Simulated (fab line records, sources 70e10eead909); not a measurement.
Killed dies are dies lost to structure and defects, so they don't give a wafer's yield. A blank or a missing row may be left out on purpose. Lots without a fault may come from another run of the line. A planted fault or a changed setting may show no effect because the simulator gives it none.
Which tool did it? | flow nand_harc | 11 lots, 31 wafers sampled, at 4 steps of a route of 1302

WHAT THE GAUGES READ, wafer by wafer
The record holds no reading of a measuring or inspecting step that can be judged against a usual standard deviation.

WHICH TOOL RAN EACH LOT (tool, then ch and the chambers of the sampled wafers, then the start)
lot  | NHARC_A_BONDPAD_DESCUM_11          | NHARC_A_BONDPAD_ETCH_12                       | NHARC_A_BONDPAD_STRIP_15           | NHARC_HYBRID_BOND_ACTIVATE_00
L805 | rie_diel-13 ch 0,3, day 23 12:49   | rie_diel-13 ch 0,3, day 23 13:14 or earlier   | rie_diel-06 ch 0,1, day 23 13:14   | rie_diel-08 ch 0,1, day 23 15:28
L807 | rie_diel-06 ch 0,1,3, day 24 00:34 | rie_diel-06 ch 0,2,3, day 24 00:57 or earlier | rie_diel-13 ch 1,2,3, day 24 00:57 | rie_diel-11 ch 1,2,3, day 24 03:15
L809 | rie_diel-06 ch 1,2,3, day 24 18:58 | rie_diel-06 ch 1,3, day 24 19:25 or earlier   | rie_diel-06 ch 1,2, day 24 19:25   | rie_diel-11 ch 0,1,2, day 24 21:41
L813 | rie_diel-13 ch 0,2, day 27 03:17   | rie_diel-13 ch 1,2, day 27 03:43 or earlier   | rie_diel-13 ch 0,1, day 27 03:43   | rie_diel-08 ch 2,3, day 27 06:02
L814 | rie_diel-06 ch 1,2, day 27 06:08   | rie_diel-06 ch 1,2, day 27 06:32 or earlier   | rie_diel-06 ch 0,2, day 27 06:32   | rie_diel-08 ch 0,2, day 27 08:51
L822 | rie_diel-06 ch 1,2,3, day 30 06:26 | rie_diel-06 ch 1,2, day 30 06:52 or earlier   | rie_diel-06 ch 0,1,3, day 30 06:52 | rie_diel-11 ch 0,1,2, day 30 09:08
L821 | rie_diel-06 ch 0,2,3, day 30 08:04 | rie_diel-06 ch 1,3, day 30 08:27 or earlier   | rie_diel-06 ch 0,1, day 30 08:27   | rie_diel-08 ch 0,1,2, day 30 10:44
L823 | rie_diel-06 ch 0,3, day 31 01:24   | rie_diel-06 ch 0,1,3, day 31 01:48 or earlier | rie_diel-12 ch 1,3, day 31 01:48   | rie_diel-11 ch 0,3, day 31 04:01
L826 | rie_diel-06 ch 0,2, day 31 15:50   | rie_diel-06 ch 0,1,3, day 31 16:14 or earlier | rie_diel-12 ch 0,3, day 31 16:14   | rie_diel-08 ch 0,1,2, day 31 18:29
L825 | rie_diel-12 ch 0,1,2, day 31 17:08 | rie_diel-12 ch 1,2,3, day 31 17:32 or earlier | rie_diel-13 ch 0,1,3, day 31 17:32 | rie_diel-08 ch 1,2,3, day 31 19:47
L827 | rie_diel-06 ch 0,1,3, day 33 06:13 | rie_diel-06 ch 0,3, day 33 06:40 or earlier   | rie_diel-06 ch 0,1,3, day 33 06:40 | rie_diel-08 ch 2,3, day 33 08:56
- NHARC_A_BONDPAD_DESCUM_11: chemistry O2, time 3 s.
- NHARC_A_BONDPAD_ETCH_12: etches the open film in CHF3/O2, target depth 220 nm, time 110 s.
- NHARC_A_BONDPAD_STRIP_15: strips in O2.
- NHARC_HYBRID_BOND_ACTIVATE_00: chemistry N2, time 60 s.

WHAT THE TOOLS THEMSELVES READ (means of the sampled wafers that have a number; where no wafer has one, the mark that the record gives instead)
NHARC_A_BONDPAD_DESCUM_11. Usual: drypump_motor_current_A 5.8 A, standard deviation 0.51; oes_product_au 1.001 a.u., standard deviation 0.0091; rf_vpp_V 57.7 V, standard deviation 0.81; showerhead_plenum_p_Torr 1.93 Torr, standard deviation 0.092; throttle_valve_pct 11.309 %, standard deviation 0.0091.
lot  | tool        | drypump_motor_current_A (A) | oes_product_au (a.u.) | rf_vpp_V (V) | showerhead_plenum_p_Torr (Torr) | throttle_valve_pct (%) | flag
L805 | rie_diel-13 | 5.6                         | 0.999                 | 57.8         | 1.86                            | 11.308                 |
L807 | rie_diel-06 | 5.7                         | 1.000                 | 58.1         | 1.90                            | 11.315                 |
L809 | rie_diel-06 | 5.9                         | 1.001                 | 57.8         | 1.98                            | 11.311                 |
L813 | rie_diel-13 | 6.0                         | 1.004                 | 57.4         | 1.96                            | 11.312                 |
L814 | rie_diel-06 | 5.7                         | 0.995                 | 58.5         | 2.00                            | 11.314                 |
L822 | rie_diel-06 | 5.9                         | 1.006                 | 58.0         | 1.98                            | 11.307                 |
L821 | rie_diel-06 | 6.0                         | 0.998                 | 57.7         | 1.94                            | 11.310                 |
L823 | rie_diel-06 | 5.9                         | 0.991                 | 57.6         | 1.85                            | 11.304                 |
L826 | rie_diel-06 | 5.9                         | 1.002                 | 57.5         | 1.97                            | 11.303                 |
L825 | rie_diel-12 | 5.7                         | 1.006                 | 57.5         | 1.93                            | 11.310                 |
L827 | rie_diel-06 | 5.7                         | 1.003                 | 57.7         | 1.90                            | 11.313                 |

NHARC_A_BONDPAD_ETCH_12. Usual: drypump_motor_current_A 5.8 A, standard deviation 0.5; oes_product_au 0.942 a.u., standard deviation 0.02; rf_vpp_V 370.8 V, standard deviation 2.6; showerhead_plenum_p_Torr 2.41 Torr, standard deviation 0.11; throttle_valve_pct 20.573 %, standard deviation 0.0097.
lot  | tool        | drypump_motor_current_A (A) | oes_product_au (a.u.) | rf_vpp_V (V) | showerhead_plenum_p_Torr (Torr) | throttle_valve_pct (%) | flag
L805 | rie_diel-13 | 5.5                         | 0.954                 | 369.5        | 2.32                            | 20.568                 |
L807 | rie_diel-06 | 6.1                         | 0.918                 | 371.8        | 2.43                            | 20.574                 |
L809 | rie_diel-06 | 5.6                         | 0.946                 | 371.6        | 2.44                            | 20.564                 |
L813 | rie_diel-13 | 5.9                         | 0.915                 | 370.0        | 2.41                            | 20.566                 |
L814 | rie_diel-06 | 5.7                         | 0.927                 | 372.7        | 2.50                            | 20.573                 |
L822 | rie_diel-06 | 5.8                         | 0.954                 | 374.3        | 2.52                            | 20.567                 |
L821 | rie_diel-06 | 5.6                         | 0.976                 | 372.4        | 2.44                            | 20.577                 |
L823 | rie_diel-06 | 5.7                         | 0.937                 | 369.8        | 2.38                            | 20.561                 |
L826 | rie_diel-06 | 5.7                         | 0.979                 | 370.3        | 2.38                            | 20.577                 |
L825 | rie_diel-12 | 6.0                         | 0.919                 | 368.4        | 2.35                            | 20.579                 |
L827 | rie_diel-06 | 6.1                         | 0.959                 | 370.4        | 2.39                            | 20.577                 |

NHARC_A_BONDPAD_STRIP_15. Usual: drypump_motor_current_A 5.8 A, standard deviation 0.47; oes_product_au 0.999 a.u., standard deviation 0.0093; rf_vpp_V 57.9 V, standard deviation 0.93; showerhead_plenum_p_Torr 3.55 Torr, standard deviation 0.17; throttle_valve_pct 17.036 %, standard deviation 0.0098.
lot  | tool        | drypump_motor_current_A (A) | oes_product_au (a.u.) | rf_vpp_V (V) | showerhead_plenum_p_Torr (Torr) | throttle_valve_pct (%) | flag
L805 | rie_diel-06 | 5.3                         | 1.002                 | 57.1         | 3.50                            | 17.029                 |
L807 | rie_diel-13 | 5.8                         | 0.989                 | 58.3         | 3.49                            | 17.031                 |
L809 | rie_diel-06 | 5.5                         | 0.992                 | 57.9         | 3.65                            | 17.036                 |
L813 | rie_diel-13 | 5.7                         | 0.997                 | 58.6         | 3.37                            | 17.038                 |
L814 | rie_diel-06 | 5.9                         | 0.993                 | 56.9         | 3.55                            | 17.037                 |
L822 | rie_diel-06 | 5.7                         | 0.997                 | 57.7         | 3.50                            | 17.024                 |
L821 | rie_diel-06 | 5.3                         | 0.995                 | 57.8         | 3.49                            | 17.033                 |
L823 | rie_diel-12 | 6.4                         | 0.998                 | 56.7         | 3.41                            | 17.030                 |
L826 | rie_diel-12 | 6.1                         | 0.995                 | 57.8         | 3.57                            | 17.032                 |
L825 | rie_diel-13 | 5.6                         | 1.000                 | 58.4         | 3.52                            | 17.039                 |
L827 | rie_diel-06 | 5.8                         | 0.991                 | 57.8         | 3.50                            | 17.037                 |

NHARC_HYBRID_BOND_ACTIVATE_00. Usual: drypump_motor_current_A 5.8 A, standard deviation 0.48; oes_product_au 1.000 a.u., standard deviation 0.011; rf_vpp_V 64.0 V, standard deviation 0.99; run_length_s 81.2 s, standard deviation 0.44; showerhead_plenum_p_Torr 1.77 Torr, standard deviation 0.089.
lot  | tool        | drypump_motor_current_A (A) | oes_product_au (a.u.) | rf_vpp_V (V) | run_length_s (s) | showerhead_plenum_p_Torr (Torr) | flag
L805 | rie_diel-08 | 5.4                         | 1.009                 | 64.5         | 81.3             | 1.86                            |
L807 | rie_diel-11 | 5.8                         | 0.998                 | 63.6         | 81.2             | 1.73                            |
L809 | rie_diel-11 | 5.9                         | 0.988                 | 63.7         | 81.1             | 1.79                            |
L813 | rie_diel-08 | 6.2                         | 0.999                 | 64.0         | 77.0             | 1.69                            | OFF
L814 | rie_diel-08 | 6.1                         | 1.000                 | 65.0         | 77.0             | 1.80                            | OFF
L822 | rie_diel-11 | 5.9                         | 0.987                 | 63.9         | 81.0             | 1.79                            |
L821 | rie_diel-08 | 5.7                         | 1.006                 | 64.6         | 81.1             | 1.82                            |
L823 | rie_diel-11 | 6.0                         | 0.988                 | 63.7         | 80.9             | 1.77                            |
L826 | rie_diel-08 | 5.7                         | 1.001                 | 63.9         | 81.0             | 1.82                            |
L825 | rie_diel-08 | 5.7                         | 0.996                 | 64.3         | 81.1             | 1.75                            |
L827 | rie_diel-08 | 6.3                         | 0.986                 | 63.5         | 80.8             | 1.71                            |

THE ANSWER, worked out from the rows above alone
Rule: a lot is off if the mean of its wafers that have a number lies more than 3 standard deviations from the usual mean. A lot without any number at a reading at which 4 lots or more have one is off too. The other lots that the step has rows for count as sound. The gauges are gone through in route order, then the tools' own readings, and for those a lot's mean is taken as printed above. The first step at which some lot is off is used, and at that step the reading that is off furthest; a lot without a number counts as furthest.
Off: L813, L814, at NHARC_HYBRID_BOND_ACTIVATE_00 (run_length_s).
A tool fits if, at that step or a process step before it, it ran every lot that is off, and no sound lot after the first of them. NHARC_A_BONDPAD_ETCH_12 gives no start for some lots, so the hours and the order of its lots are those of NHARC_A_BONDPAD_STRIP_15. None of those tried fits.

WHAT THE SIMULATOR HAD PUT IN
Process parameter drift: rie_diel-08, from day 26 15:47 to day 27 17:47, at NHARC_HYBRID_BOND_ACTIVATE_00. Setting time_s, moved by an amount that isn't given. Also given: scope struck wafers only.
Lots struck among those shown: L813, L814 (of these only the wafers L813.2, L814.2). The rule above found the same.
